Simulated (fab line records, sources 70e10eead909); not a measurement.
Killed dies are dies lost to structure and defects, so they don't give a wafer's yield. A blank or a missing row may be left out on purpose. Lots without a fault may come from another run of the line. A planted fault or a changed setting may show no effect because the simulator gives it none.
Chamber matching | flow nand_harc | NHARC_P_M0_ETCH_15 on rie_diel-12: 4 sister chambers
The step etches the open film in C4F8/Ar, target depth 150 nm, overetch 15 nm, time 82.5 s. 14 wafers are shown with their chamber, then 7 later ones without.

WAFERS WITH THEIR CHAMBER
wafer  | chamber | rf_vpp_V (V) | run_length_s (s) | rf_fwd_power_W (W)
L482.1 | 1       | 446.1        | 104.5            | 590.9
L482.2 | 2       | 435.8        | 104.1            | 596.1
L482.4 | 3       | 444.2        | 103.6            | 595.8
L484.1 | 3       | 446.4        | 103.3            | 594.7
L484.3 | 2       | 436.3        | 104.1            | 593.9
L484.5 | 1       | 443.9        | 104.9            | 593.3
L486.1 | 3       | 445.9        | 103.8            | 595.1
L486.2 | 0       | 440.2        | 104.5            | 593.2
L486.3 | 2       | 436.0        | 104.1            | 592.8
L487.3 | 0       | 440.8        | 103.9            | 597.0
L487.4 | 3       | 444.6        | 103.5            | 596.4
L487.5 | 0       | 440.3        | 104.1            | 597.9
L489.2 | 3       | 444.3        | 103.9            | 595.8
L489.3 | 2       | 435.7        | 103.7            | 592.1

SIGNATURES (means of the wafers above)
reading        | chamber 0 | chamber 1 | chamber 2 | chamber 3 | scatter within a chamber
rf_vpp_V       | 440.433   | 445.000   | 435.950   | 445.080   | 0.829
run_length_s   | 104.167   | 104.700   | 104.000   | 103.620   | 0.248
rf_fwd_power_W | 596.033   | 592.100   | 593.725   | 595.560   | 1.62
Rule: a wafer's distance from a chamber is the root of the sum, over the readings, of the square of ((its reading less the chamber's mean) divided by the reading's scatter). The wafer belongs to the nearest chamber; if the next one is less than 2 further off, it can't be placed. The scatter: the root of (the sum of the squares of (reading less its chamber's mean) over the shown wafers, divided by (wafers less chambers)).

WAFERS WITHOUT THEIR CHAMBER
wafer  | rf_vpp_V (V) | run_length_s (s) | rf_fwd_power_W (W)
L489.5 | 444.7        | 103.9            | 595.0
L502.1 | 435.7        | 104.4            | 593.1
L502.2 | 444.9        | 104.6            | 590.2
L502.3 | 439.7        | 104.2            | 595.4
L503.3 | 441.2        | 103.9            | 597.6
L503.5 | 439.4        | 104.7            | 596.0
L503.6 | 445.1        | 104.7            | 588.9

WHICH CHAMBER EACH WENT THROUGH
wafer  | from the rows above | in truth
L489.5 | 3                   | 3
L502.1 | 2                   | 2
L502.2 | 1                   | 1
L502.3 | 0                   | 0
L503.3 | 0                   | 0
L503.5 | 0                   | 0
L503.6 | 1                   | 1
Placed correctly: 7 of 7. Can't be placed from these rows: 0. Placed wrongly: 0.
